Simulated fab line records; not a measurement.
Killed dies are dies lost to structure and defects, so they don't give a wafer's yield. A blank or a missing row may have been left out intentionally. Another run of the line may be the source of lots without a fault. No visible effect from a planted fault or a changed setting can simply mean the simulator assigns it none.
Split-lot trial -- flow n5 finfet -- 7 lots, 21 wafers read, on a route of 1938 steps

## ABOUT THE SPLIT
At N5_BEOL_M13_TRENCH_ETCH_34 (etches SiOC in C4F8/O2/Ar, target depth 413.47 nm, time 162.6 s), the setting time s was moved away from the recipe's 162.6 s on 8 of the 21 wafers read, by -16.6% to +22.3%. For the rest of the wafers, this setting stayed at what the recipe calls for.

## FROM THE SPLIT TO THE READING: what the file shows between them, 10 steps
- N5_BEOL_M13_STRIP_70: strips in C4F8/O2/Ar
- N5_BEOL_M13_OCD_MEAS_35
- N5_BEOL_M13_STRIP_37: strips in N2/H2
- N5_BEOL_M13_ETCH_38: etches SiCN in CF4/N2, target depth 67.5 nm, time 71.9 s
- N5_BEOL_M13_ECD_47: material Cu, target thk 936 nm
- N5_BEOL_M13_ANNEAL_48: time 90 s
- N5_BEOL_M13_CMP_49: polishes, stops on SiOC, t overpolish 17.1 s, target thk 420 nm
- N5_BEOL_M13_THK_MEAS_50: measures by xrf
- N5_BEOL_M13_PRE_CLEAN_52: time 15 s
- N5_BEOL_M13_DEP_53: deposits SiCN from 3MS/NH3, target thk 50 nm, time 17.8 s

## THE READING
Measured at N5_BEOL_M13_RS_MEAS_54 by four-point probe: M13_RS, in ohm/sq. Fault-free wafers of this fab line usually give 0.0449 ohm/sq, standard deviation 0.0007 ohm/sq.

wafer,"tool, chamber at the split","time s as run, s",against the recipe,"M13_RS, ohm/sq",against lot-mates on the recipe
L074.1,"rie diel-02, 3",198.4,+22.0%,0.0358,-0.0086
L074.5,"rie diel-02, 3",162.6,recipe,0.0443,-
L074.6,"rie diel-02, 0",162.6,recipe,0.0444,-
L077.1,"rie diel-02, 3",162.6,recipe,0.0440,-
L077.2,"rie diel-02, 2",135.6,-16.6%,0.0545,+0.0099
L077.3,"rie diel-02, 1",162.6,recipe,0.0453,-
L082.1,"rie diel-03, 1",162.6,recipe,0.0453,-
L082.4,"rie diel-03, 3",162.6,recipe,0.0444,-
L082.5,"rie diel-03, 1",162.6,recipe,0.0456,-
L083.3,"rie diel-03, 1",172,+5.8%,0.0439,-0.0020
L083.4,"rie diel-03, 2",172,+5.8%,0.0433,-0.0026
L083.6,"rie diel-03, 2",162.6,recipe,0.0459,-
L091.1,"rie diel-03, 2",197.4,+21.4%,0.0372,-0.0074
L091.2,"rie diel-03, 1",197.4,+21.4%,0.0375,-0.0071
L091.4,"rie diel-03, 0",162.6,recipe,0.0446,-
L092.2,"rie diel-03, 2",198.9,+22.3%,0.0368,-0.0073
L092.5,"rie diel-03, 3",162.6,recipe,0.0441,-
L092.6,"rie diel-03, 0",198.9,+22.3%,0.0359,-0.0082
L094.1,"rie diel-06, 1",162.6,recipe,0.0444,-
L094.3,"rie diel-06, 0",162.6,recipe,0.0438,-
L094.5,"rie diel-06, 3",162.6,recipe,0.0451,-

FIT RESULTS
A straight line over all 21 wafers: M13_RS changes by -0.000404 ohm/sq for each +1% of time s; r = -0.98; the points scatter about the line by 0.00098 ohm/sq.
The same after taking each lot's own level away (the mean of its wafers on the recipe; 21 wafers): -0.000391 ohm/sq for each +1%; r = -0.98; scatter 0.00092 ohm/sq.
According to that fit, moving time s by its largest amount changes the reading by 0.0087 ohm/sq.
Measured against the standard deviation above, the lots' own levels, which go from 0.04410 to 0.04590 ohm/sq, span 2.6 times it.
The two slopes are in agreement: the lot-to-lot level therefore moves the slope only a little.
Check: -0.00862 ohm/sq against its lot-mates is what the line predicts for one of the wafers moved furthest among these (+22.3%) when that wafer is left out of the fit. Against them it came out at -0.0073 ohm/sq.

## OTHER SPLITS ON THESE WAFERS
Note: prior to the reading, these wafers also went through further splits. Each is held against what the fit with the lots' levels taken away leaves over:
other split on the same wafers,wafers away from the commonest value,r with M13_RS (lot level and that fit taken away)
N5_BEOL_M11_DEGAS_44 temp c,6,+0.24
N5_BEOL_M12_ETCH_67 source w,6,-0.20
N5_BEOL_M12_ETCH_68 time s,12,+0.03

## THE WHOLE CHAIN: every reading that the file lists as answering this split, in the file's order
step,what it does,reading,change (the file's fit),r (the file's)
N5_BEOL_M13_TRENCH_ETCH_34,"etches SiOC in C4F8/O2/Ar, target depth 413.47 nm, time 162.6 s","etch.depth nm (the simulator's own value, which no gauge read)",+4.1 nm for each +1% of the setting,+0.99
N5_BEOL_M13_OCD_MEAS_35,,trench depth nm,+4.09 nm for each +1% of the setting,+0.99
N5_BEOL_M13_CMP_49,"polishes, stops on SiOC, t overpolish 17.1 s, target thk 420 nm","Cu_of_BEOL_M13_ECD_47.thk nm (the simulator's own value, which no gauge read)",+4.07 nm for each +1% of the setting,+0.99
N5_BEOL_M13_THK_MEAS_50,measures by xrf,M13_THK,+4.12 for each +1% of the setting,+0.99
N5_BEOL_M13_RS_MEAS_54,measures by four-point-probe,M13_RS,-0.000395 for each +1% of the setting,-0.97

## THE FILE'S OWN FIT
M13_RS changes by -0.000395 ohm/sq for each +1% of time s, r = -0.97.
